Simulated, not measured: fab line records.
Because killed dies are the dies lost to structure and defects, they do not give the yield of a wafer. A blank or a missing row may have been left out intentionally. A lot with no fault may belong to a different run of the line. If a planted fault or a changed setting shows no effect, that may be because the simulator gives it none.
8D (eight disciplines) problem report, filled in by code ; flow n5-finfet ; the parts of the form that need people (team, actions taken, sign-off) are left out

== 1. THE ISSUE ==
raw-defect-count at N5_MIM_TOP_LITHO_INSPECT_12 reads a mean of 244.0 on 1 wafer of 1 lot; wafers without a fault read 1.9 with a standard deviation of 1.2. So: +99 or more standard deviations from the usual mean.
The step: inspects for defects (macro).
Seen first at day 13 17:13 on defect-inspect-01, wafer L352.6. The record has a number at this step for 33 wafers belonging to 11 lots. The rule behind "out" and "out of limits": a value lying over 4 standard deviations away from the usual mean. The rest of the wafers with a number are treated as sound.

== 2. WHAT IT IS, WHAT IT ISN'T ==
question;is;is not
which readings at this step;raw-defect-count;-
which lots;L352;L344, L345, L346, L357, L361, L363, L364, L365, L366, L367
which wafers of those lots;L352.6;L352.4, L352.5
read on which gauges;defect-inspect-01;defect-inspect-02
when;from day 13 17:13;"up to then (11 sound wafers); but 21 sound wafers of L357, L361, L363, L364, L365, L366, L367 came after"

== 3. THE SUSPECTS, EACH WITH WHAT RULES IT OUT ==
Counting: any tool at a process step up to the reading remains a suspect provided it ran every lot that is out. Sound lots after the first of them don't rule it out here, since some wafers of a struck lot are sound.
- the gauge at N5_MIM_TOP_LITHO_INSPECT_12: ruled out. All the wafers that are out were read on defect-inspect-01, but those of them that N5_PASSIVATION_PROBE_49 has rows for are out there too, on other tools.
- pvd-sputter-02 at N5_BEOL_M15_SPUTTER_44 (material Ta, target thk 15 nm, time 24.19 s): kept. It ran the lot that is out, L352 (day 13 10:57); its last sound lot up to then is L345 (day 12 07:49).
- pecvd-01 at N5_BEOL_M15_DEP_53 (deposits SiCN from 3MS/NH3, target thk 50 nm, time 17.8 s): kept. It ran the lot that is out, L352 (day 13 13:10).
- pvd-sputter-02 at N5_MIM_TOP_SPUTTER_03 (material TiN, target thk 35 nm, time 89.7 s): kept. It ran the lot that is out, L352 (day 13 16:46); its last sound lot up to then is L345 (day 12 12:37).
After the count, these remain: pvd-sputter-02 at N5_BEOL_M15_SPUTTER_44, pecvd-01 at N5_BEOL_M15_DEP_53 and pvd-sputter-02 at N5_MIM_TOP_SPUTTER_03.

== 4. THE CAUSE (what the simulator had put in) ==
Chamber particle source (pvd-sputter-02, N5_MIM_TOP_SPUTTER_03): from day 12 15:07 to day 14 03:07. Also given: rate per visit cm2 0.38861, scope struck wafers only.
This tool is one of the 3 suspects left after counting.

== 5. THE CHAIN OF EFFECTS, in route order ==
Each row: a reading whose mean over the struck wafers that have a number lies more than 3 standard deviations from the usual. Readings are gone through only where the record gives a usual standard deviation; hours: the median, over the lots, of the time from a lot's start at the first step in this table giving one to that lot's start at this step; sigmas: the change measured in usual standard deviations.
hours;step;reading;usual;on struck wafers;change;sigmas
0;N5_MIM_TOP_LITHO_INSPECT_12;raw-defect-count;1.9;244.0;+242.1;+99 or more
9;N5_PASSIVATION_PROBE_49;defect-limited-yield;91.0 %;83.3;-7.7;-5.1
9;N5_PASSIVATION_PROBE_49;killed-at-other;4;100;+96;+28
9;N5_PASSIVATION_PROBE_49;killed-dies;106;197;+91;+5.4
9;N5_PASSIVATION_PROBE_49;sort_bin_5_function;5.2 %;9.8;+4.6;+4.9
9;N5_PASSIVATION_PROBE_49;sort_bin_6_memory;3.4 %;5.8;+2.4;+3.5
9;N5_PASSIVATION_PROBE_49;sort-n-pass;1074;983;-91;-5.4
9;N5_PASSIVATION_PROBE_49;sort-yield-pct;91.0 %;83.3;-7.7;-5.1
Its process steps:
- N5_PASSIVATION_PROBE_49

== 6. WHAT WOULD HAVE CAUGHT IT SOONER ==
Counted from the fault's start at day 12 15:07, it took 26 hours until the first out-of-limits reading at a measuring or inspecting step in this record, taken at day 13 17:13.
Tool readings at N5_MIM_TOP_SPUTTER_03 with a usual standard deviation given in the record: none out on any struck wafer, hence no alarm at a limit of 4 standard deviations on them.
All the lots that are out (1) had begun N5_MIM_TOP_SPUTTER_03 on pvd-sputter-02 by day 13 17:13. None of them would have been spared by holding the tool at that moment.
